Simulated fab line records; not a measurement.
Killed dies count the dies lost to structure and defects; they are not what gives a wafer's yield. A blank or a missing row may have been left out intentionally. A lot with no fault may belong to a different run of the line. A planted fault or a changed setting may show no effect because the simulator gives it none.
A struck lot beside a sound one :: flow n5 finfet :: 37 steps out of a route of 1938
Sound: the wafers L200.1, L200.4, L200.5. Struck: wafer L213.3. (L213.6 of the same lot was not struck and is left out.) The cause comes at the end.
Order at every step that has rows: each side's tool, ch and its chambers, its first start. Under that, the readings that differ: sound wafers :: struck wafers :: difference of the means :: sigmas: that difference in standard deviations of wafers without a fault.
alike: readings whose means differ by less than 2 such deviations, and words and numbers that are the same on both sides. not compared: withheld readings, readings that some wafer has no value for, bounds like >300 that may hide the same value, and numbers for which the record gives no deviation and whose values overlap.
The two part at a step that has a row with sigmas, a row that says differs or no value, or rows on one side only. When numbers do not overlap yet have no deviation, they are printed without sigmas and do not part them. A reading that every wafer of one side lacks parts them only if that side has two wafers or more.

first, 10 steps without rows for these wafers: N5_DUMMY_GATE_ETCH_32 (etches SiO2 in CF4, target depth 3.5 nm, time 3.9 s); N5_DUMMY_GATE_ETCH_23 (etches poly-Si in HBr/Cl2/O2, target depth 41 nm, time 22.3 s); N5_DUMMY_GATE_ETCH_44 (etches poly-Si in HBr/O2, stops on SiO2, target depth 127.5 nm); N5_DUMMY_GATE_ETCH_42 (etches SiO2 in CHF3/O2, target depth 3.5 nm, time 31 s); N5_DUMMY_GATE_STRIP_48 (strips in N2/H2, time 20 s); N5_DUMMY_GATE_PRECLEAN_33 (cleans in dHF, time 10 s); N5_DUMMY_GATE_PRECLEAN_25 (cleans in O3/DIW, time 45 s); N5_DUMMY_GATE_PRECLEAN_51 (cleans in SC2, time 45 s); N5_DUMMY_GATE_SRD_26 (time 30 s); N5_DUMMY_GATE_UV_OZONE_45 (time 120 s).
N5_SPACER0_ALD_07: deposits SiNx, target thk 2 nm.
  sound on ald sin-04 ch 0,2,3, day 2 23:33; struck on ald sin-04 ch 0, day 6 10:05
reading: model.SiNx_of_SPACER0_ALD_07.thk nm (nm)
sound: 2 2 2
struck: 1.4
difference: -0.6
sigmas: 
  alike: heater power w
then, 25 steps without rows for these wafers: N5_SPACER0_ALD_00 (deposits SiOCN, target thk 3.5 nm, pulse time 3 s, purge time 2 s); N5_SPACER0_ALD_08 (deposits SiNx, target thk 2 nm); N5_SD_EPI_N_COAT_32 (time 60 s, resist thk 350 nm); N5_SD_EPI_N_COAT_33 (time 60 s, resist thk 35 nm); N5_SD_EPI_N_COAT_03 (resist thk 150 nm); N5_SD_EPI_N_EBR_05; N5_SD_EPI_N_SOFTBAKE_04 (time 60 s); N5_SD_EPI_N_EXPOSE_06 (exposes mask SD N BLK, target cd 120 nm); N5_SD_EPI_N_PEB_07 (peb time 60 s); N5_SD_EPI_N_DEVELOP_08 (develop time 30 s); N5_SD_EPI_N_DESCUM_14 (chemistry O2, time 7.9 s); N5_SD_EPI_N_ETCH_34 (etches SiARC in CF4, target depth 45.5 nm, time 75.8 s); N5_SD_EPI_N_ETCH_35 (etches SOC in N2/H2, overetch 108 nm, time 486 s); N5_SD_EPI_N_STRIP_36 (strips in N2/H2); N5_SD_EPI_N_ETCHBACK_44 (etches SiNx in CH3F/O2, stops on SiO2, target depth 14.5 nm); N5_SD_EPI_N_ETCH_45 (etches SiOCN in CH3F/O2, target depth 6 nm); N5_SD_EPI_N_ETCH_16 (etches SiO2 in CHF3/O2, target depth 5 nm); N5_SD_EPI_N_STRIP_47 (strips in CHF3/O2); N5_SD_EPI_N_SD_RECESS_17 (chemistry HBr/Cl2/O2, target depth 41 nm, time 23.7 s, bt time 3 s); N5_SD_EPI_N_STRIP_38 (strips in N2/H2); N5_SD_EPI_N_WET_ETCH_43 (etches SiO2 in dHF, time 14 s, target depth 1.5 nm); N5_SD_EPI_N_STRIP_18 (strips in SPM, time 750 s); N5_SD_EPI_N_SRD_20 (time 30 s); N5_SD_EPI_N_PRECLEAN_48 (cleans in NF3:NH3, afs cycles 2, time 20 s, sublimation time 60 s); N5_SD_EPI_N_VAPOR_ETCH_50 (etches Si in HCl, time 54 s).
-- the record jumps here: 5 days lie between the struck wafers' starts before and after (it left off in module SD_EPI_N and takes up again in module BEOL_M4, whose first step shown is number 1111 of the route) --
N5_BEOL_M4_RC_MEAS_101:
  sound on prober-01 ch 0, day 8 04:13; struck on prober-01 ch 0, day 11 12:20
reading: ION_N (uA/um)
sound: 669 669 675
struck: 694
difference: +23
sigmas: +2

reading: REXT_N (ohm.um)
sound: 76.4 75.5 75.2
struck: 68.2
difference: -7.5
sigmas: -4

reading: REXT_P (ohm.um)
sound: 100.5 99.8 100.9
struck: 95.8
difference: -4.6
sigmas: -3
  alike: DIBL_N, DIBL_P, IOFF_N, IOFF_P, ION_P, SS_N, SS_P, VT_N, VT_P

WHERE THEY PART
Only at N5_BEOL_M4_RC_MEAS_101, within this record.

WHY: the cause the simulator had injected
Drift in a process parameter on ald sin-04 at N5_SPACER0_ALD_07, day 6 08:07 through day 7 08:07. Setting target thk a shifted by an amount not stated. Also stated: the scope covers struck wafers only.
